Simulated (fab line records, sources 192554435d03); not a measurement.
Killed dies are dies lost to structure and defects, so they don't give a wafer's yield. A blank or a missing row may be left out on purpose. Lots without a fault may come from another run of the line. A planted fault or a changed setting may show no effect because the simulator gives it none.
A struck lot beside a sound one | flow n5_finfet | 37 steps out of a route of 1938
Sound: wafers L942.3, L942.4, L942.5. Struck: wafers L954.4, L954.5, L954.6. The cause comes at the end.
At each step with rows: each side's tool, then ch and its chambers, then its first start. Under that, the readings that differ: sound wafers | struck wafers | difference of the means | sigmas: that difference in standard deviations of wafers without a fault.
alike: readings whose means differ by less than 2 such deviations, and words and numbers that are the same on both sides. not compared: withheld readings, readings that some wafer has no value for, bounds like >300 that may hide the same value, and numbers for which the record gives no deviation and whose values overlap.
The two part at a step that has a row with sigmas, a row that says differs or no value, or rows on one side only. Numbers that don't overlap but have no deviation are shown without sigmas and don't part them. A reading that every wafer of one side lacks parts them only if that side has two wafers or more.

first, 9 steps without rows for these wafers: N5_MOL_CONTACT_COAG_SPUTTER_130 (material Co, target thk 47.5 nm); N5_MOL_CONTACT_COAG_PRECLEAN_125 (cleans in DIW, time 57.5 s); N5_MOL_CONTACT_COAG_SRD_126 (dry time 32 s); N5_MOL_CONTACT_COAG_CMP_23 (polishes, stops on SiO2, t overpolish 1.5 s, target thk 0 nm); N5_MOL_CONTACT_COAG_WET_ETCH_26 (target Co, target depth 13 nm); N5_MOL_CONTACT_COAG_WET_ETCH_116 (etches the open film in SC1-inhibited, target depth 4.6 nm, rinse time 30 s); N5_MOL_CONTACT_COAG_ALD_27 (deposits SiOC, target thk 17 nm, pulse time 1.5 s, time 2720 s); N5_MOL_CONTACT_COAG_CMP_28 (polishes, stops on SiNx, t overpolish 0.85 s, target thk 14.522 nm); N5_MOL_CONTACT_COAG_ALD_123 (deposits SiNx, target thk 5 nm, pulse time 1 s, purge time 2 s).
N5_MOL_CONTACT_COAG_PECVD_31: deposits SiO2 from TEOS/O2, target thk 46 nm, time 8.9 s.
  sound on pecvd-02 ch 0,1, day 5 23:16; struck on pecvd-02 ch 0,1,2, day 9 02:16
  reading                                             | sound                | struck               | difference | sigmas
  susceptor_temp_C (C)                                | 400.35 399.99 399.82 | 413.82 414.44 413.71 | +13.94     | +61
  model.SiO2_of_MOL_CONTACT_COAG_PECVD_31.thk_nm (nm) | 45.6 46.4 46.4       | 42.2 42.4 42         | -3.9       |
then, 19 steps without rows for these wafers: N5_MOL_CONTACT_COAG_COAT_75 (time 60 s, resist thk 60 nm); N5_MOL_CONTACT_COAG_COAT_76 (time 60 s, resist thk 10 nm); N5_MOL_CONTACT_COAG_COAT_77 (time 60 s, resist thk 10 nm); N5_MOL_CONTACT_COAG_COAT_78 (resist thk 40 nm); N5_MOL_CONTACT_COAG_EBR_80; N5_MOL_CONTACT_COAG_SOFTBAKE_79 (time 60 s); N5_MOL_CONTACT_COAG_EXPOSE_81 (exposes mask VG, defocus 0 nm); N5_MOL_CONTACT_COAG_PEB_82 (peb time 60 s); N5_MOL_CONTACT_COAG_DEVELOP_83 (develop time 30 s); N5_MOL_CONTACT_COAG_DESCUM_88 (chemistry O2, time 7 s); N5_MOL_CONTACT_COAG_ETCH_89 (etches underlayer in N2/H2, target depth 13 nm, time 10.4 s); N5_MOL_CONTACT_COAG_ETCH_90 (etches SiARC in CF4, target depth 13 nm, time 21.7 s); N5_MOL_CONTACT_COAG_ALD_131 (deposits SiO2, target thk 5 nm, pulse time 1 s, co reactant pulse time 1 s); N5_MOL_CONTACT_COAG_ETCHBACK_132 (etches SiO2 in CHF3, target depth 10 nm, time 6.7 s); N5_MOL_CONTACT_COAG_ETCH_91 (etches SOC in N2/H2, target depth 60 nm, overetch 21 nm, time 101.2 s); N5_MOL_CONTACT_COAG_STRIP_92 (strips in N2/H2); N5_MOL_CONTACT_COAG_STRIP_93 (strips in N2/H2); N5_MOL_CONTACT_COAG_ETCHBACK_135 (etches SiO2 in CHF3, target depth 25 nm, time 16.7 s); N5_MOL_CONTACT_COAG_STRIP_118 (strips in CHF3).
N5_MOL_CONTACT_COAG_VIA_ETCH_46: etches SiO2 in C4F6/O2, target depth 46 nm, overetch 9.2 nm, time 40 s.
  sound on rie_diel-05 ch 0,3, day 6 00:30; struck on rie_diel-06 ch 1,2,3, day 9 03:39
  reading                  | sound             | struck           | difference | sigmas
  model.etch.depth_nm (nm) | 45.63 46.35 46.38 | 42.14 42.5 42.05 | -3.89      |
  alike: C4F6_flow_sccm, O2_flow_sccm, drypump_motor_current_A, oes_ar_750_au, oes_product_au, rf_vpp_V, showerhead_plenum_p_Torr, throttle_valve_pct
  not compared: rf_hours_counter_h
then, 5 steps without rows for these wafers: N5_MOL_CONTACT_COAG_STRIP_96 (strips in N2/H2); N5_MOL_CONTACT_COAG_ETCH_47 (etches SiNx in CH3F/O2, stops on W, target depth 27 nm); N5_MOL_CONTACT_COAG_STRIP_119 (strips in N2/H2, time 30 s); N5_MOL_CONTACT_COAG_PRECLEAN_144 (cleans in alkaline clean, time 60 s); N5_MOL_CONTACT_COAG_SRD_145 (time 30 s).
N5_MOL_CONTACT_COAG_CMP_52: polishes, stops on SiO2, t overpolish 1.5 s, target thk 66.5 nm.
  sound on cmp-01 ch 0,1,2, day 6 02:34; struck on cmp-01 ch 2,3, day 9 06:02
  reading                                             | sound          | struck     | difference | sigmas
  model.SiO2_of_MOL_CONTACT_COAG_PECVD_31.thk_nm (nm) | 43.6 44.2 44.4 | 40 40.4 40 | -4         |
  alike: motor_current_A
N5_MOL_CONTACT_COAG_THK_MEAS_53:
  sound on film_metro-02, day 6 02:52; struck on film_metro-01, day 9 06:20
  reading          | sound          | struck         | difference | sigmas
  VIA_MOL_THK (nm) | 43.6 44.2 44.3 | 40.0 40.4 40.0 | -3.9       | -7

WHERE THEY PART
First at N5_MOL_CONTACT_COAG_PECVD_31; last, within this record, at N5_MOL_CONTACT_COAG_THK_MEAS_53.

WHY: what the simulator had put in
Process parameter drift: pecvd-02, from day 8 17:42 on, at N5_MOL_CONTACT_COAG_PECVD_31. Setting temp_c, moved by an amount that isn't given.
